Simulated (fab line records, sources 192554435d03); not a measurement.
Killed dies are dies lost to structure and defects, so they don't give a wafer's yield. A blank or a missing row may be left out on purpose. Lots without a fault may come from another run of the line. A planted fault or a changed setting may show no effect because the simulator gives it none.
Split-lot experiment | flow n5_finfet | 7 lots, 21 wafers read, on a route of 1938 steps

THE SPLIT
At N5_SD_EPI_P_ETCH_16 (etches SiO2 in CHF3/O2, target depth 5 nm), the setting target_depth_a was moved away from the recipe's 50 angstrom on 8 of the 21 wafers read, by -11.4% to +5.0%. The other wafers ran this setting at the recipe's value.

The reading is taken at the split's own step.

THE READING
etch.depth_nm (the simulator's own value, which no gauge read), in nm, at N5_SD_EPI_P_ETCH_16 (etches SiO2 in CHF3/O2, target depth 5 nm). The file gives no usual value for it. The 13 wafers here that ran the recipe average 5.015 nm, standard deviation 0.042 nm.

wafer  | tool, chamber at the split | target_depth_a as run, angstrom | against the recipe | etch.depth_nm, nm | against lot-mates on the recipe
L076.1 | rie_diel-04, 3             | 50                              | recipe             | 4.979             | -
L076.2 | rie_diel-04, 1             | 44.3                            | -11.4%             | 4.412             | -0.574
L076.6 | rie_diel-04, 0             | 50                              | recipe             | 4.994             | -
L081.2 | rie_diel-04, 3             | 50                              | recipe             | 4.988             | -
L081.5 | rie_diel-04, 2             | 52.48                           | +5.0%              | 5.2               | +0.212
L081.6 | rie_diel-04, 3             | 52.48                           | +5.0%              | 5.239             | +0.251
L086.3 | rie_diel-04, 3             | 50                              | recipe             | 4.961             | -
L086.4 | rie_diel-04, 1             | 44.46                           | -11.1%             | 4.47              | -0.510
L086.5 | rie_diel-04, 3             | 50                              | recipe             | 4.999             | -
L089.2 | rie_diel-04, 1             | 50                              | recipe             | 5.075             | -
L089.3 | rie_diel-04, 3             | 50                              | recipe             | 5.023             | -
L089.4 | rie_diel-04, 0             | 50                              | recipe             | 5.018             | -
L091.3 | rie_diel-06, 0             | 45.08                           | -9.8%              | 4.488             | -0.613
L091.4 | rie_diel-06, 3             | 50                              | recipe             | 5.101             | -
L091.5 | rie_diel-06, 2             | 45.08                           | -9.8%              | 4.644             | -0.457
L095.2 | rie_diel-06, 1             | 50                              | recipe             | 5.013             | -
L095.4 | rie_diel-06, 0             | 50                              | recipe             | 4.965             | -
L095.6 | rie_diel-06, 3             | 46.01                           | -8.0%              | 4.668             | -0.321
L097.1 | rie_diel-06, 0             | 51.87                           | +3.7%              | 5.088             | +0.047
L097.3 | rie_diel-06, 2             | 50                              | recipe             | 5.075             | -
L097.6 | rie_diel-06, 3             | 50                              | recipe             | 5.007             | -

THE FIT
A straight line over all 21 wafers: etch.depth_nm changes by +0.0461 nm for each +1% of target_depth_a; r = +0.98; the points scatter about the line by 0.052 nm.
The same after taking each lot's own level away (the mean of its wafers on the recipe; 21 wafers): +0.0478 nm for each +1%; r = +0.98; scatter 0.05 nm.
On that fit, the largest move of target_depth_a shifts the reading by 0.54 nm.
The lots' own levels span 4.9800 to 5.1010 nm, that is 2.9 times the standard deviation above.
So the lot-to-lot level changes the slope little: the two slopes agree.
Check: with one of the wafers moved furthest among these (-11.4%) left out of the fit, the line predicts -0.549 nm for it against its lot-mates. It came out at -0.574 nm against them.

OTHER SPLITS ON THESE WAFERS
These wafers also went through other splits before the reading. Each is held against what the fit with the lots' levels taken away leaves over:
other split on the same wafers | wafers away from the commonest value | r with etch.depth_nm (lot level and that fit taken away)
N5_SD_EPI_P_PEB_07 peb_time_s  | 8                                    | +0.20

THE FILE'S OWN FIT
etch.depth_nm changes by +0.0472 nm for each +1% of target_depth_a, r = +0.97.
